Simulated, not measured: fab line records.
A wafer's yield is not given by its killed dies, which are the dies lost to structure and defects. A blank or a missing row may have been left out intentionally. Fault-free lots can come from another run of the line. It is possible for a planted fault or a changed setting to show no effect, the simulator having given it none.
Problem report in the 8D (eight disciplines) form, filled by code + flow nand_harc + the parts of the form that need people (team, actions taken, sign-off) are left out

## 1. PROBLEM STATEMENT
Wafers without a fault read 300.7 nm, standard deviation 2.9; trench_depth_nm at NHARC_P_STI_OCD_MEAS_17 reads a mean of 275.6 nm on 3 wafers belonging to 2 lots. That is -8.7 standard deviations from the usual mean.
Earliest sighting: wafer L980.4 on ocd-02 at day 5 17:10. The record has a number at this step for 18 wafers belonging to 6 lots. The rule behind "out" and "out of limits": a value lying over 4 standard deviations away from the usual mean. All remaining wafers that have a number are taken as sound.

## 2. WHAT IT IS; WHAT IT IS NOT
| question                    | is                     | is not                                                                                |
|-----------------------------|------------------------|---------------------------------------------------------------------------------------|
| which readings at this step | trench_depth_nm        | -                                                                                     |
| which lots                  | L980, L982             | L977, L990, L994, L996                                                                |
| which wafers of those lots  | L980.4, L980.6, L982.3 | L980.2, L982.4, L982.5                                                                |
| read on which gauges        | ocd-01, ocd-02         | -                                                                                     |
| when                        | from day 5 17:10       | up to then (4 sound wafers); but 11 sound wafers of L982, L990, L994, L996 came after |

## 3. SUSPECTS, AND WHAT RULES EACH OUT
Counting: any tool at a process step up to the reading remains a suspect provided it ran every lot that is out. Sound lots after the first of them don't rule it out here, since some wafers of a struck lot are sound.
- ruled out: the gauge at NHARC_P_STI_OCD_MEAS_17. The wafers that are out were read on 2 gauges (ocd-01, ocd-02).
- rie_si-04 at NHARC_P_STI_ETCH_15 (etches the open film in HBr/Cl2, target depth 300 nm, time 100.1 s): kept. It ran every lot that is out, first L980 (day 5 16:55). Its own readings are out on those wafers: oes_product_au.
- At NHARC_P_STI_ETCH_15, inside rie_si-04: chamber 0 took the wafers that are out, while their sound lot-mates went through chambers 1, 2, 3.
The count leaves rie_si-04 at NHARC_P_STI_ETCH_15.

## 4. THE CAUSE (what the simulator had put in)
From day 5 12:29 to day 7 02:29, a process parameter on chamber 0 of rie_si-04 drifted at NHARC_P_STI_ETCH_15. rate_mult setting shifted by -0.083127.
Counting left only this tool.

## 5. SEQUENCE OF EFFECTS, ordered by route
Rows list readings where the struck wafers' mean (over those with a number) sits beyond 3 standard deviations from the usual. Only readings whose record carries a usual standard deviation are examined. hours: median over the lots of the time between each lot's start at the first step of this table that gives one and its start at this step. sigmas: the change, counted in usual standard deviations.
| hours | step                    | reading         | usual      | on struck wafers | change | sigmas |
|-------|-------------------------|-----------------|------------|------------------|--------|--------|
| 0     | NHARC_P_STI_ETCH_15     | oes_product_au  | 0.999 a.u. | 0.948            | -0.051 | -6.8   |
| 0     | NHARC_P_STI_OCD_MEAS_17 | trench_depth_nm | 300.7 nm   | 275.6            | -25.1  | -8.7   |
Process steps it contains:
- NHARC_P_STI_ETCH_15: etches the open film in HBr/Cl2, target depth 300 nm, time 100.1 s.

## 6. WHAT WOULD HAVE CAUGHT IT SOONER
Counted from the fault's start at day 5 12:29, it took 5 hours until the first out-of-limits reading at a measuring or inspecting step in this record, taken at day 5 17:10.
At NHARC_P_STI_ETCH_15, the tool's own readings (oes_product_au) were out on each struck wafer the step has a row for, so an alarm limit on them would have fired on the first such wafer.
Lots out: 2; of these, L982 started NHARC_P_STI_ETCH_15 on rie_si-04 after day 5 17:10. Putting the tool on hold at that point would have spared it.
